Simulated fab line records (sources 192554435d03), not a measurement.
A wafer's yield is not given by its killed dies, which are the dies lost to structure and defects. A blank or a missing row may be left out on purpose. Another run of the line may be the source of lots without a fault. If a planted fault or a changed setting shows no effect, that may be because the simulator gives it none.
Split-lot trial || flow n5-finfet || 21 wafers read from 7 lots, route of 1938 steps

SPLIT DETAILS
At N5_WELL_APT_EXPOSE_22 (exposes mask PWELL, defocus 0 nm, target cd 200 nm), the setting dose-mj was moved away from the recipe's 23.2 on 6 of the 21 wafers read, by -2.8% to +7.3%. For the rest of the wafers, this setting stayed at what the recipe calls for.

FROM THE SPLIT TO THE READING: what the file shows between them, 3 steps
- N5_WELL_APT_PEB_23: peb time 90 s
- N5_WELL_APT_DEVELOP_24: develop time 45 s
- N5_WELL_APT_HARDBAKE_29: time 120 s

THE READING
At N5_WELL_APT_CD_MEAS_25: cd-nm in nanometres, against a target cd of 200 nm. A value of 199.5 nm with a standard deviation of 2.9 nm is what fault-free wafers of this fab line usually give.

{"wafer": "L076.2", "tool, chamber at the split": "krf-scanner-01, 0", "dose-mj as run": 23.2, "against the recipe": "recipe", "cd-nm, nm": 191.7, "against lot-mates on the recipe": "-"}
{"wafer": "L076.3", "tool, chamber at the split": "krf-scanner-01, 0", "dose-mj as run": 23.2, "against the recipe": "recipe", "cd-nm, nm": 195.9, "against lot-mates on the recipe": "-"}
{"wafer": "L076.6", "tool, chamber at the split": "krf-scanner-01, 0", "dose-mj as run": 24.9, "against the recipe": "+7.3%", "cd-nm, nm": 208.6, "against lot-mates on the recipe": "+14.8"}
{"wafer": "L084.1", "tool, chamber at the split": "krf-scanner-01, 0", "dose-mj as run": 23.2, "against the recipe": "recipe", "cd-nm, nm": 199.2, "against lot-mates on the recipe": "-"}
{"wafer": "L084.5", "tool, chamber at the split": "krf-scanner-01, 0", "dose-mj as run": 22.54, "against the recipe": "-2.8%", "cd-nm, nm": 195.4, "against lot-mates on the recipe": -3.0}
{"wafer": "L084.6", "tool, chamber at the split": "krf-scanner-01, 0", "dose-mj as run": 23.2, "against the recipe": "recipe", "cd-nm, nm": 197.6, "against lot-mates on the recipe": "-"}
{"wafer": "L088.1", "tool, chamber at the split": "krf-scanner-02, 0", "dose-mj as run": 23.2, "against the recipe": "recipe", "cd-nm, nm": 203.1, "against lot-mates on the recipe": "-"}
{"wafer": "L088.4", "tool, chamber at the split": "krf-scanner-02, 0", "dose-mj as run": 23.2, "against the recipe": "recipe", "cd-nm, nm": 203.3, "against lot-mates on the recipe": "-"}
{"wafer": "L088.5", "tool, chamber at the split": "krf-scanner-02, 0", "dose-mj as run": 23.2, "against the recipe": "recipe", "cd-nm, nm": 201.4, "against lot-mates on the recipe": "-"}
{"wafer": "L089.2", "tool, chamber at the split": "krf-scanner-01, 0", "dose-mj as run": 23.2, "against the recipe": "recipe", "cd-nm, nm": 203.1, "against lot-mates on the recipe": "-"}
{"wafer": "L089.5", "tool, chamber at the split": "krf-scanner-01, 0", "dose-mj as run": 23.2, "against the recipe": "recipe", "cd-nm, nm": 198.9, "against lot-mates on the recipe": "-"}
{"wafer": "L089.6", "tool, chamber at the split": "krf-scanner-01, 0", "dose-mj as run": 23.2, "against the recipe": "recipe", "cd-nm, nm": 200.2, "against lot-mates on the recipe": "-"}
{"wafer": "L090.3", "tool, chamber at the split": "krf-scanner-02, 0", "dose-mj as run": 24.07, "against the recipe": "+3.8%", "cd-nm, nm": 206.9, "against lot-mates on the recipe": "+6.3"}
{"wafer": "L090.5", "tool, chamber at the split": "krf-scanner-02, 0", "dose-mj as run": 23.2, "against the recipe": "recipe", "cd-nm, nm": 200.6, "against lot-mates on the recipe": "-"}
{"wafer": "L090.6", "tool, chamber at the split": "krf-scanner-02, 0", "dose-mj as run": 24.07, "against the recipe": "+3.8%", "cd-nm, nm": 207.0, "against lot-mates on the recipe": "+6.4"}
{"wafer": "L093.2", "tool, chamber at the split": "krf-scanner-02, 0", "dose-mj as run": 23.2, "against the recipe": "recipe", "cd-nm, nm": 198.0, "against lot-mates on the recipe": "-"}
{"wafer": "L093.4", "tool, chamber at the split": "krf-scanner-02, 0", "dose-mj as run": 23.2, "against the recipe": "recipe", "cd-nm, nm": 202.5, "against lot-mates on the recipe": "-"}
{"wafer": "L093.5", "tool, chamber at the split": "krf-scanner-02, 0", "dose-mj as run": 23.2, "against the recipe": "recipe", "cd-nm, nm": 199.3, "against lot-mates on the recipe": "-"}
{"wafer": "L094.2", "tool, chamber at the split": "krf-scanner-01, 0", "dose-mj as run": 24.3, "against the recipe": "+4.7%", "cd-nm, nm": 209.3, "against lot-mates on the recipe": "+8.0"}
{"wafer": "L094.4", "tool, chamber at the split": "krf-scanner-01, 0", "dose-mj as run": 24.3, "against the recipe": "+4.7%", "cd-nm, nm": 210.0, "against lot-mates on the recipe": "+8.7"}
{"wafer": "L094.6", "tool, chamber at the split": "krf-scanner-01, 0", "dose-mj as run": 23.2, "against the recipe": "recipe", "cd-nm, nm": 201.3, "against lot-mates on the recipe": "-"}

THE FIT
A straight line over all 21 wafers: cd-nm changes by +1.64 nm for each +1% of dose-mj; r = +0.81; the points scatter about the line by 2.9 nm.
The same after taking each lot's own level away (the mean of its wafers on the recipe; 21 wafers): +1.79 nm for each +1%; r = +0.95; scatter 1.4 nm.
On that fit, the largest move of dose-mj shifts the reading by 13 nm.
From 193.80 to 202.60 nm: that is the span of the lots' own levels, equal to 3.0 times the standard deviation above.
So the lot-to-lot level changes the slope little: the two slopes agree.
Check: for one of the wafers moved furthest among these (+7.3%), held out of the fit, the line's prediction against its lot-mates is +12.2 nm. It came out at +14.8 nm against them.

THE WHOLE CHAIN: every reading that the file lists as answering this split, in the file's order
{"step": "N5_WELL_APT_CD_MEAS_25", "what it does": "target cd 200 nm", "reading": "cd-nm", "change (the file's fit)": "+1.84 nm for each +1% of the setting", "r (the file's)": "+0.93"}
{"step": "N5_WELL_APT_DESCUM_30", "what it does": "chemistry O2, time 7.9 s", "reading": "WELL_APT.cd-nm (the simulator's own value, which no gauge read)", "change (the file's fit)": "+1.83 nm for each +1% of the setting", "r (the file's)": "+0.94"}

THE FILE'S OWN FIT
cd-nm changes by +1.84 nm for each +1% of dose-mj, r = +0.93.
